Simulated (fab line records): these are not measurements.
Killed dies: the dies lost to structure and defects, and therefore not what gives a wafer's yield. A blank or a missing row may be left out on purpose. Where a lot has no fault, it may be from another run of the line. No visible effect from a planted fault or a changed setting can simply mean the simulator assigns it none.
fab line records    flow n5Finfet
record lots=7  wafers=21
route steps=1938 shown SD_EPI_N@268 ILD0@344 SDB@350 HKMG_FIN@402 MOL_CONTACT_COAG@523
startH: the number of hours between the record's first day and the start of the first shown wafer of the lot    waitH: how many hours have passed since the lot's step before this one    " the same as in the row above    L1.1+2: one row covering several wafers at once    - either no value or no given start    * or withheld: withheld    < > ~ a bound
route shown NAME@n: NAME is a module with steps in the file, n the number in the route of the first one    usual: mean/standard deviation of fault-free wafers    same: alike in all rows    chamber/n: place in a boat    sites: the reading at each site    _std_site: their standard deviation    _edge_site: the outer-site mean with the inner-site mean subtracted    radiusMm: how far each site lies from the wafer's centre    mask NAME#n: copy n    behind: the most recent tool/chamber to have shaped the wafer    hold: cause of the lot's hold/its duration in hours/its outcome    device: the transistor (n, p or np) that didn't switch    end of line: at the end of the route, the tests of the same wafers    where a step has no rows: the recipe by itself    killed: the dies lost at the first sort to structure and to defects; this is not the yield of the wafer    map: the dies of a wafer, with x for killed, . for not killed, _ for no die there
set.NAME: the setting as run; set.NAME@STEP: as run at that earlier step    model.NAME: the simulator's own value behind a step, which no gauge read
lots run with intentionally changed settings; tables by step, rows by wafer
## steps
# step N5_SD_EPI_N_PEB_07
# recipe pebTempC=110  pebTimeS=60  resist=CAR-ArF-block
lot.wafer   tool           chamber  startH  waitH  set.pebTempC
L074.3+5+6  lithoTrack-01  0        56.14   0.0    110
L081.1+2+6  lithoTrack-01  0        90.10   0.1    110
L082.2+3    lithoTrack-02  0        96.53   0.0    106.6
L082.4      "              0        "       "      110
L089.2+4+6  lithoTrack-01  0        143.37  0.0    110
L092.1+3    lithoTrack-05  0        156.20  0.1    110
L092.5      "              0        "       "      108.4
L093.2+4+6  lithoTrack-02  0        165.41  0.0    110
L096.1      lithoTrack-05  0        180.34  0.1    108.9
L096.5+6    "              0        "       "      110
# step N5_SD_EPI_N_DEVELOP_08
# recipe developTimeS=30  developer=TMAH  resist=CAR-ArF-block  devTempC=23  rinseLiquid=diw  dry=airSpin
# step N5_SD_EPI_N_CD_MEAS_09
# recipe targetCdNm=120  landingEnergyEv=500  detector=seInlens
# usual cdNm=119.8/0.7
lot.wafer  tool      chamber  startH  waitH  set.doseMj@SD_EPI_N_EXPOSE_06  set.pebTempC@SD_EPI_N_PEB_07  cdNm
L074.3     cdSem-01  0        56.21   -      41.89                          110                           123.5
L074.5     "         0        "       "      41.89                          110                           123.6
L074.6     "         0        "       "      39.75                          110                           119.6
L081.1     cdSem-03  0        90.17   -      41.68                          110                           122.7
L081.2     "         0        "       "      41.68                          110                           123.2
L081.6     "         0        "       "      39.75                          110                           120.7
L082.2     cdSem-02  0        96.60   -      40.72                          106.6                         111.2
L082.3     "         0        "       "      39.75                          106.6                         109.7
L082.4     "         0        "       "      40.72                          110                           121.7
L089.2     cdSem-01  0        143.43  -      39.75                          110                           119.3
L089.4     "         0        "       "      39.75                          110                           120.6
L089.6     "         0        "       "      39.75                          110                           119.6
L092.1     cdSem-03  0        156.27  -      39.75                          110                           121.0
L092.3     "         0        "       "      39.75                          110                           120.3
L092.5     "         0        "       "      39.75                          108.4                         116.0
L093.2     cdSem-02  0        165.48  -      40.82                          110                           120.8
L093.4     "         0        "       "      39.75                          110                           120.0
L093.6     "         0        "       "      40.82                          110                           120.6
L096.1     cdSem-03  0        180.41  -      37.1                           108.9                         112.3
L096.5     "         0        "       "      39.75                          110                           119.6
L096.6     "         0        "       "      37.1                           110                           115.1
# step N5_SD_EPI_N_DESCUM_14
# recipe chemistry=O2  timeS=7.9  sourcePowerW=50  biasPowerW=20  pressureMtorr=20  rfFrequencyHz=2.712e+07  tempC=40  resist=CAR-ArF-block  o2FlowSccm=225
lot.wafer  tool        chamber  startH  waitH  set.doseMj@SD_EPI_N_EXPOSE_06  set.pebTempC@SD_EPI_N_PEB_07  model.SD_EPI_N.cdNm
L074.3+5   rieDiel-05  2,1      56.29   0.0    41.89                          110                           123.6
L074.6     "           2        "       "      39.75                          110                           119.6
L081.1     rieDiel-06  3        90.26   0.0    41.68                          110                           122.4
L081.2     "           1        "       "      41.68                          110                           123
L081.6     "           1        "       "      39.75                          110                           120.2
L082.2     rieDiel-05  3        96.94   0.3    40.72                          106.6                         111.4
L082.3     "           0        "       "      39.75                          106.6                         109.6
L082.4     "           1        "       "      40.72                          110                           121.4
L089.2     rieDiel-02  0        143.52  0.0    39.75                          110                           119.2
L089.4     "           3        "       "      39.75                          110                           120.2
L089.6     "           2        "       "      39.75                          110                           119.6
L092.1     rieDiel-02  0        156.37  0.1    39.75                          110                           121
L092.3     "           3        "       "      39.75                          110                           120.2
L092.5     "           3        "       "      39.75                          108.4                         116
L093.2     rieDiel-02  3        165.57  0.0    40.82                          110                           120.6
L093.4     "           1        "       "      39.75                          110                           119.8
L093.6     "           1        "       "      40.82                          110                           120.8
L096.1     rieDiel-05  3        180.50  0.0    37.1                           108.9                         112
L096.5     "           2        "       "      39.75                          110                           120
L096.6     "           0        "       "      37.1                           110                           115
# step N5_SD_EPI_N_ETCH_34
# recipe chemistry=CF4  target=SiARC  targetDepthA=455  maskMaterial=CAR-ArF-block  timeS=75.8  ionEnergyEv=80  pressureMtorr=40  sourceW=545  biasW=36  Ar_flow_sccm=100  cf4FlowSccm=100  ends=cleared
lot.wafer  tool        chamber  startH  waitH  set.doseMj@SD_EPI_N_EXPOSE_06  set.pebTempC@SD_EPI_N_PEB_07  model.SD_EPI_N.cdNm
L074.3     rieDiel-05  2        56.33   0.0    41.89                          110                           123.2
L074.5     "           1        "       "      41.89                          110                           123.8
L074.6     "           2        "       "      39.75                          110                           119.2
L081.1     rieDiel-06  3        90.29   0.0    41.68                          110                           122.4
L081.2     "           1        "       "      41.68                          110                           122.8
L081.6     "           1        "       "      39.75                          110                           120
L082.2     rieDiel-05  3        96.97   0.0    40.72                          106.6                         111.4
L082.3     "           0        "       "      39.75                          106.6                         109.6
L082.4     "           1        "       "      40.72                          110                           121.2
L089.2     rieDiel-02  0        143.56  0.0    39.75                          110                           119.6
L089.4     "           3        "       "      39.75                          110                           120
L089.6     "           2        "       "      39.75                          110                           119.4
L092.1     rieDiel-02  0        156.41  0.0    39.75                          110                           121
L092.3     "           3        "       "      39.75                          110                           120
L092.5     "           3        "       "      39.75                          108.4                         115.8
L093.2     rieDiel-02  3        165.60  0.0    40.82                          110                           120.4
L093.4     "           1        "       "      39.75                          110                           119.8
L093.6     "           1        "       "      40.82                          110                           120.8
L096.1     rieDiel-05  3        180.53  0.0    37.1                           108.9                         112
L096.5     "           2        "       "      39.75                          110                           119.8
L096.6     "           0        "       "      37.1                           110                           115
# step N5_SD_EPI_N_ETCH_35
# recipe chemistry=N2/H2  target=SOC  overetchA=1080  maskMaterial=SiARC  tempC=40  ionEnergyEv=100  sourceW=3000  biasW=133  pressureMtorr=20  timeS=486  n2FlowSccm=200  h2FlowSccm=200
lot.wafer  tool        chamber  startH  waitH  set.pebTempC@SD_EPI_N_PEB_07  model.SD_EPI_N.cdNm
L074.3     rieDiel-05  2        56.38   0.0    110                           123.2
L074.5     "           1        "       "      110                           125.8
L074.6     "           2        "       "      110                           120
L081.1     rieDiel-06  3        90.35   0.0    110                           122.8
L081.2     "           1        "       "      110                           121.8
L081.6     "           1        "       "      110                           120.4
L082.2     rieDiel-05  3        97.03   0.0    106.6                         110.8
L082.3     "           0        "       "      106.6                         109
L082.4     "           1        "       "      110                           122.2
L089.2     rieDiel-02  0        143.61  0.0    110                           119.4
L089.4     "           3        "       "      110                           122.4
L089.6     "           2        "       "      110                           121
L092.1     rieDiel-02  0        156.46  0.0    110                           121.8
L092.3     "           3        "       "      110                           121.2
L092.5     "           3        "       "      108.4                         118.2
L093.2     rieDiel-02  3        165.66  0.0    110                           121
L093.4     "           1        "       "      110                           120
L093.6     "           1        "       "      110                           120.2
L096.1     rieDiel-05  3        180.59  0.0    108.9                         111.6
L096.5     "           2        "       "      110                           118.4
L096.6     "           0        "       "      110                           115.4
# step N5_ILD0_CMP_12
# recipe stopOn=poly-Si  material=SiNx  tOverpolishS=6  postCmpClean=alkalineBrush  downForcePsi=2.5  platenRpm=51.8  padVelocityMS=1.0307  targetThkNm=17.67
# usual timeToEndpointS=28.1/2.2
lot.wafer  tool    chamber  startH  waitH  set.downForcePsi  timeToEndpointS
L074.3     cmp-01  0        71.69   1.2    2.5               30.1
L074.5     "       3        "       "      2.5               27.5
L074.6     "       0        "       "      2.5               27.9
L081.2     cmp-04  1        107.89  1.2    2.5               25.7
L081.1     "       2        "       "      2.5               28.8
L081.6     "       0        "       "      2.5               30.4
L082.3     cmp-01  3        113.70  1.1    1.965             36.1
L082.4     "       0        "       "      1.965             37.4
L082.2     "       1        "       "      2.5               25.4
L089.2     cmp-04  0        158.41  1.1    2.5               29.4
L089.4     "       3        "       "      2.5               25.2
L089.6     "       0        "       "      2.5               28.3
L092.1     cmp-04  1        173.64  1.2    2.5               26.2
L092.3     "       2        "       "      2.5               29.0
L092.5     "       0        "       "      2.5               27.6
L093.2     cmp-01  3        180.65  1.1    2.693             23.2
L093.4     "       0        "       "      2.693             20.9
L093.6     "       3        "       "      2.5               27.3
L096.1     cmp-04  3        197.69  1.2    2.5               28.5
L096.5     "       2        "       "      1.943             37.0
L096.6     "       3        "       "      2.5               28.2
# step N5_SDB_COAT_05
# recipe resist=CAR-ArF  spinRpm=1500  resistThkNm=90
lot.wafer   tool           chamber  startH  waitH  set.spinRpm  model.CAR-ArF_of_SDB_COAT_05.thkNm
L074.3+5    lithoTrack-05  0        -       -      1500         90.2
L074.6      "              0        "       "      1500         90.4
L081.1      lithoTrack-03  0        -       -      1500         89.8
L081.2      "              0        "       "      1448         91.4
L081.6      "              0        "       "      1500         89.6
L082.2+3    lithoTrack-02  0        -       -      1567         87.8
L082.4      "              0        "       "      1500         90
L089.2+4+6  lithoTrack-03  0        -       -      1500         90.2
L092.1      lithoTrack-02  0        -       -      1595         87.4
L092.3      "              0        "       "      1500         90
L092.5      "              0        "       "      1500         90.2
L093.2      lithoTrack-02  0        -       -      1500         89.8
L093.4      "              0        "       "      1500         89.6
L093.6      "              0        "       "      1551         88
L096.1      lithoTrack-03  0        -       -      1500         90.4
L096.5      "              0        "       "      1371         94.6
L096.6      "              0        "       "      1371         94.4
# step N5_SDB_EBR_07
# recipe solvent=PGMEA  ebrWidthMm=1.5
# step N5_SDB_SOFTBAKE_06
# recipe tempC=110  timeS=60  resist=CAR-ArF
# step N5_SDB_DESCUM_16
# recipe chemistry=O2  timeS=7.9  sourcePowerW=50  biasPowerW=20  pressureMtorr=20  rfFrequencyHz=2.712e+07  tempC=40  resist=CAR-ArF  o2FlowSccm=225
# step N5_SDB_ETCH_17
# recipe chemistry=CF4  target=SiARC  targetDepthA=234  maskMaterial=CAR-ArF  timeS=39  ionEnergyEv=80  pressureMtorr=40  sourceW=545  biasW=36  Ar_flow_sccm=100  cf4FlowSccm=100  ends=cleared
lot.wafer  tool        chamber  startH  waitH  set.spinRpm@SDB_COAT_05  model.CAR-ArF_of_SDB_COAT_05.thkNm
L074.3+6   rieDiel-06  1,2      72.81   0.0    1500                     67
L074.5     "           1        "       "      1500                     66.8
L081.1     rieDiel-05  0        109.51  0.0    1500                     66.6
L081.2     "           3        "       "      1448                     68.4
L081.6     "           0        "       "      1500                     66.4
L082.2     rieDiel-02  1        114.81  0.0    1567                     64.4
L082.3     "           2        "       "      1567                     64.6
L082.4     "           3        "       "      1500                     66.6
L089.2+6   rieDiel-06  2,0      159.37  0.0    1500                     66.8
L089.4     "           3        "       "      1500                     67
L092.1     rieDiel-05  3        174.72  0.0    1595                     64.2
L092.3     "           0        "       "      1500                     66.8
L092.5     "           3        "       "      1500                     67
L093.2     rieDiel-05  2        181.68  0.0    1500                     66.4
L093.4     "           2        "       "      1500                     66.2
L093.6     "           3        "       "      1551                     64.8
L096.1     rieDiel-05  0        198.80  0.0    1500                     67
L096.5     "           2        "       "      1371                     71.4
L096.6     "           3        "       "      1371                     71.2
# step N5_HKMG_FIN_ETCH_54
# recipe chemistry=CF4  target=SiARC  targetDepthA=455  maskMaterial=CAR-ArF  timeS=75.8  ionEnergyEv=80  pressureMtorr=40  sourceW=545  biasW=36  Ar_flow_sccm=100  cf4FlowSccm=100  ends=cleared
# usual etchRfOnTimeS=75.6/2.2  rfVppV=183.6/0.95
lot.wafer  tool        chamber  startH  waitH  set.sourceW  etchRfOnTimeS  rfVppV
L074.3     rieDiel-05  1        78.94   0.0    545          74.2           184.1
L074.5     "           2        "       "      511.7        80.7           188.0
L074.6     "           3        "       "      545          80.5           182.1
L081.1     rieDiel-02  2        115.09  0.0    545          73.3           182.5
L081.2     "           0        "       "      605          67.4           175.0
L081.6     "           0        "       "      605          67.0           176.9
L082.2     rieDiel-05  1        120.62  0.0    641.2        62.7           172.6
L082.3     "           3        "       "      545          79.3           182.8
L082.4     "           0        "       "      641.2        65.7           173.5
L089.2     rieDiel-05  3        164.83  0.0    545          80.6           182.3
L089.4     "           2        "       "      545          76.0           183.6
L089.6     "           3        "       "      545          80.9           184.0
L092.1     rieDiel-06  0        180.78  0.0    614.7        66.6           175.8
L092.3     "           2        "       "      545          74.1           182.0
L092.5     "           2        "       "      614.7        66.5           176.5
L093.2     rieDiel-05  2        187.35  0.0    545          75.3           184.4
L093.4     "           3        "       "      590.2        75.2           178.4
L093.6     "           0        "       "      590.2        71.0           178.1
L096.1     rieDiel-02  3        204.76  0.0    545          74.9           185.1
L096.5     "           0        "       "      447.7        88.8           195.3
L096.6     "           3        "       "      447.7        89.1           197.6
# step N5_MOL_CONTACT_COAG_EXPOSE_05
# recipe maskId=CA  na=0.33  sourceShape=annular  sigmaInner=0.4  sigmaOuter=0.8  polarization=unpolarized  defocusNm=0  doseMj=38.25
lot.wafer   tool           chamber  startH  waitH  mask  set.doseMj
L074.3+5+6  euvScanner-01  0        94.69   -      CA#0  38.25
L081.1+6    euvScanner-01  0        130.41  -      CA#0  39.06
L081.2      "              0        "       "      CA#0  38.25
L082.2+4    euvScanner-02  0        135.92  -      CA#0  38.25
L082.3      "              0        "       "      CA#0  37.14
L089.2+4+6  euvScanner-01  0        180.71  -      CA#0  38.25
L092.1      euvScanner-02  0        197.49  -      CA#0  36.27
L092.3+5    "              0        "       "      CA#0  38.25
L093.2+4    euvScanner-02  0        203.22  -      CA#0  36.29
L093.6      "              0        "       "      CA#0  38.25
L096.1+5+6  euvScanner-01  0        220.46  -      CA#0  38.25
# step N5_MOL_CONTACT_COAG_PEB_06
# recipe pebTempC=100  pebTimeS=60  resist=CAR-EUV
# step N5_MOL_CONTACT_COAG_DEVELOP_07
# recipe developTimeS=30  developer=TMAH  resist=CAR-EUV  rinseLiquid=surfactantRinse  dry=airSpin  devTempC=23
# step N5_MOL_CONTACT_COAG_CD_MEAS_08
# recipe targetCdNm=28  landingEnergyEv=500  detector=seInlens  polarity=opening
# usual cdNm=28.07/0.25
lot.wafer  tool      chamber  startH  waitH  set.doseMj@MOL_CONTACT_COAG_EXPOSE_05  cdNm
L074.3     cdSem-02  0        94.81   -      38.25                                  27.93
L074.5     "         0        "       "      38.25                                  27.96
L074.6     "         0        "       "      38.25                                  28.22
L081.1     cdSem-01  0        130.54  -      39.06                                  28.82
L081.2     "         0        "       "      38.25                                  28.05
L081.6     "         0        "       "      39.06                                  28.59
L082.2     cdSem-01  0        136.05  -      38.25                                  27.88
L082.3     "         0        "       "      37.14                                  27.62
L082.4     "         0        "       "      38.25                                  28.22
L089.2     cdSem-02  0        180.84  -      38.25                                  28.73
L089.4     "         0        "       "      38.25                                  28.03
L089.6     "         0        "       "      38.25                                  28.31
L092.1     cdSem-03  0        197.62  -      36.27                                  26.90
L092.3     "         0        "       "      38.25                                  28.10
L092.5     "         0        "       "      38.25                                  27.77
L093.2     cdSem-02  0        203.34  -      36.29                                  26.94
L093.4     "         0        "       "      36.29                                  26.81
L093.6     "         0        "       "      38.25                                  28.55
L096.1     cdSem-01  0        220.59  -      38.25                                  27.95
L096.5     "         0        "       "      38.25                                  28.14
L096.6     "         0        "       "      38.25                                  28.34
# step N5_MOL_CONTACT_COAG_DESCUM_13
# recipe chemistry=O2  timeS=7  sourcePowerW=50  biasPowerW=20  pressureMtorr=20  rfFrequencyHz=2.712e+07  tempC=40  resist=CAR-EUV  o2FlowSccm=225
# step N5_MOL_CONTACT_COAG_ETCH_59
# recipe chemistry=N2/H2  target=underlayer  targetDepthA=130  maskMaterial=CAR-EUV  timeS=10.4  ionEnergyEv=200  pressureMtorr=30  sourceW=840  biasW=150  n2FlowSccm=200  h2FlowSccm=200  ends=cleared
lot.wafer  tool        chamber  startH  waitH  set.doseMj@MOL_CONTACT_COAG_EXPOSE_05  model.MOL_CONTACT_COAG.cdOffsetNm
L074.3+6   rieDiel-05  2        94.97   0.0    38.25                                  0.2
L074.5     "           3        "       "      38.25                                  0
L081.1     rieDiel-06  2        131.06  0.0    39.06                                  0.4
L081.2     "           1        "       "      38.25                                  0
L081.6     "           0        "       "      39.06                                  0.6
L082.2     rieDiel-06  2        136.20  0.0    38.25                                  -0.2
L082.3     "           3        "       "      37.14                                  -0.8
L082.4     "           0        "       "      38.25                                  0
L089.2     rieDiel-02  2        181.29  0.0    38.25                                  0.4
L089.4+6   "           3        "       "      38.25                                  0
L092.1     rieDiel-02  1        197.78  0.0    36.27                                  -1.2
L092.3+5   "           0,1      "       "      38.25                                  0.2
L093.2     rieDiel-06  1        203.50  0.0    36.29                                  -0.8
L093.4     "           3        "       "      36.29                                  -1.2
L093.6     "           1        "       "      38.25                                  0.6
L096.1     rieDiel-06  3        220.81  0.0    38.25                                  0
L096.5+6   "           1,2      "       "      38.25                                  0.4
# step N5_MOL_CONTACT_COAG_ETCH_105
# recipe chemistry=CF4  target=SiARC  targetDepthA=156  maskMaterial=CAR-EUV  timeS=26  ionEnergyEv=80  pressureMtorr=40  sourceW=545  biasW=36  Ar_flow_sccm=100  cf4FlowSccm=100  ends=cleared
lot.wafer  tool        chamber  startH  waitH  set.doseMj@MOL_CONTACT_COAG_EXPOSE_05  model.MOL_CONTACT_COAG.cdOffsetNm
L074.3+5   rieDiel-05  2,3      94.99   0.0    38.25                                  0
L074.6     "           2        "       "      38.25                                  0.2
L081.1     rieDiel-06  2        131.08  0.0    39.06                                  0.4
L081.2     "           1        "       "      38.25                                  0.2
L081.6     "           0        "       "      39.06                                  0.6
L082.2     rieDiel-06  2        136.22  0.0    38.25                                  -0.2
L082.3     "           3        "       "      37.14                                  -0.8
L082.4     "           0        "       "      38.25                                  0
L089.2     rieDiel-02  2        181.30  0.0    38.25                                  0.4
L089.4     "           3        "       "      38.25                                  0
L089.6     "           3        "       "      38.25                                  0.2
L092.1     rieDiel-02  1        197.80  0.0    36.27                                  -1.4
L092.3     "           0        "       "      38.25                                  0
L092.5     "           1        "       "      38.25                                  0.2
L093.2     rieDiel-06  1        203.52  0.0    36.29                                  -0.6
L093.4     "           3        "       "      36.29                                  -1
L093.6     "           1        "       "      38.25                                  0.6
L096.1     rieDiel-06  3        220.83  0.0    38.25                                  0.2
L096.5     "           1        "       "      38.25                                  0.6
L096.6     "           2        "       "      38.25                                  0.4
# step N5_MOL_CONTACT_COAG_ETCH_106
# recipe chemistry=N2/H2  target=SOC  targetDepthA=800  overetchA=160  maskMaterial=SiARC  tempC=40  timeS=120  ionEnergyEv=200  pressureMtorr=30  sourceW=840  biasW=150  n2FlowSccm=200  h2FlowSccm=200
lot.wafer  tool        chamber  startH  waitH  set.doseMj@MOL_CONTACT_COAG_EXPOSE_05  model.MOL_CONTACT_COAG.cdOffsetNm
L074.3     rieDiel-05  2        95.02   0.0    38.25                                  0.2
L074.5     "           3        "       "      38.25                                  0
L074.6     "           2        "       "      38.25                                  0.6
L081.1+6   rieDiel-06  2,0      131.11  0.0    39.06                                  0.4
L081.2     "           1        "       "      38.25                                  0.2
L082.2     rieDiel-06  2        136.25  0.0    38.25                                  -0.2
L082.3     "           3        "       "      37.14                                  -1
L082.4     "           0        "       "      38.25                                  0
L089.2     rieDiel-02  2        181.33  0.0    38.25                                  0.2
L089.4     "           3        "       "      38.25                                  0
L089.6     "           3        "       "      38.25                                  0.4
L092.1     rieDiel-02  1        197.83  0.0    36.27                                  -1.6
L092.3+5   "           0,1      "       "      38.25                                  0
L093.2     rieDiel-06  1        203.55  0.0    36.29                                  -0.6
L093.4     "           3        "       "      36.29                                  -1.2
L093.6     "           1        "       "      38.25                                  0.6
L096.1     rieDiel-06  3        220.85  0.0    38.25                                  0
L096.5     "           1        "       "      38.25                                  0.6
L096.6     "           2        "       "      38.25                                  0.8
# step N5_MOL_CONTACT_COAG_ETCH_124
# recipe chemistry=CH3F/O2  target=SiNx  targetDepthA=65  maskMaterial=SOC  stopOn=SiOC  overEtchFrac=0.3  ionEnergyEv=120  pressureMtorr=30  sourceW=395  biasW=73  Ar_flow_sccm=150  CH3F_flow_sccm=30  O2_flow_sccm=20  ends=endPoint
# usual rfVppV=294/4.6
lot.wafer  tool        chamber  startH  waitH  set.biasW  rfVppV
L074.3     rieDiel-06  0        110.15  0.0    73         292
L074.5     "           0        "       "      85.17      329
L074.6     "           1        "       "      85.17      331
L081.1     rieDiel-06  1        143.19  0.0    73         292
L081.2     "           0        "       "      60.57      251
L081.6     "           0        "       "      73         290
L082.2     rieDiel-02  3        146.83  0.0    69.59      288
L082.3     "           0        "       "      69.59      286
L082.4     "           1        "       "      73         293
L089.2     rieDiel-06  3        196.32  0.0    73         292
L089.4     "           1        "       "      73         295
L089.6     "           1        "       "      73         296
L092.1     rieDiel-06  3        210.03  0.0    73         293
L092.3     "           1        "       "      73         295
L092.5     "           3        "       "      65.89      270
L093.2     rieDiel-02  1        213.94  0.0    73         293
L093.4     "           3        "       "      73         299
L093.6     "           1        "       "      73         293
L096.1     rieDiel-02  0        231.43  0.0    73         298
L096.5     "           1        "       "      73         294
L096.6     "           2        "       "      73         287
## key
split step=N5_SD_EPI_N_PEB_07  setting=pebTempC  stated=110  by=wafer
response step=N5_SD_EPI_N_CD_MEAS_09  reading=cdNm  change=+3.69  per=1%  r=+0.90
response step=N5_SD_EPI_N_DESCUM_14  reading=model.SD_EPI_N.cdNm  change=+3.62  per=1%  r=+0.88
response step=N5_SD_EPI_N_ETCH_35  reading=model.SD_EPI_N.cdNm  change=+3.8  per=1%  r=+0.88
response step=N5_SD_EPI_N_ETCH_34  reading=model.SD_EPI_N.cdNm  slope=+3.2  per=1%  togetherWith=doseMj@SD_EPI_N_EXPOSE_06  explained=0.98
split step=N5_ILD0_CMP_12  setting=downForcePsi  stated=2.5  by=wafer
response step=N5_ILD0_CMP_12  reading=timeToEndpointS  change=*  per=1%  r=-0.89
split step=N5_SDB_COAT_05  setting=spinRpm  stated=1500  by=wafer
response step=N5_SDB_COAT_05  reading=model.CAR-ArF_of_SDB_COAT_05.thkNm  change=-0.469  per=1%  r=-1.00
response step=N5_SDB_ETCH_17  reading=model.CAR-ArF_of_SDB_COAT_05.thkNm  change=-0.477  per=1%  r=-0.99
split step=N5_HKMG_FIN_ETCH_54  setting=sourceW  stated=545  by=wafer
response step=N5_HKMG_FIN_ETCH_54  reading=etchRfOnTimeS  change=*  per=1%  r=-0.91
response step=N5_HKMG_FIN_ETCH_54  reading=rfVppV  change=-0.589  per=1%  r=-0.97
split step=N5_MOL_CONTACT_COAG_EXPOSE_05  setting=doseMj  stated=38.25  by=wafer
response step=N5_MOL_CONTACT_COAG_CD_MEAS_08  reading=cdNm  change=+0.251  per=1%  r=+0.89
response step=N5_MOL_CONTACT_COAG_ETCH_59  reading=model.MOL_CONTACT_COAG.cdOffsetNm  change=+0.281  per=1%  r=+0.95
response step=N5_MOL_CONTACT_COAG_ETCH_105  reading=model.MOL_CONTACT_COAG.cdOffsetNm  change=+0.267  per=1%  r=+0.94
response step=N5_MOL_CONTACT_COAG_ETCH_106  reading=model.MOL_CONTACT_COAG.cdOffsetNm  change=+0.288  per=1%  r=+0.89
split step=N5_MOL_CONTACT_COAG_ETCH_124  setting=biasW  stated=73  by=wafer
response step=N5_MOL_CONTACT_COAG_ETCH_124  reading=rfVppV  change=+2.29  per=1%  r=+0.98
split outsideThisFile step=N5_SD_EPI_N_EXPOSE_06 setting=doseMj
# split outsideThisFile: this setting was split too, and the file shows its column; the key of that split is in another file
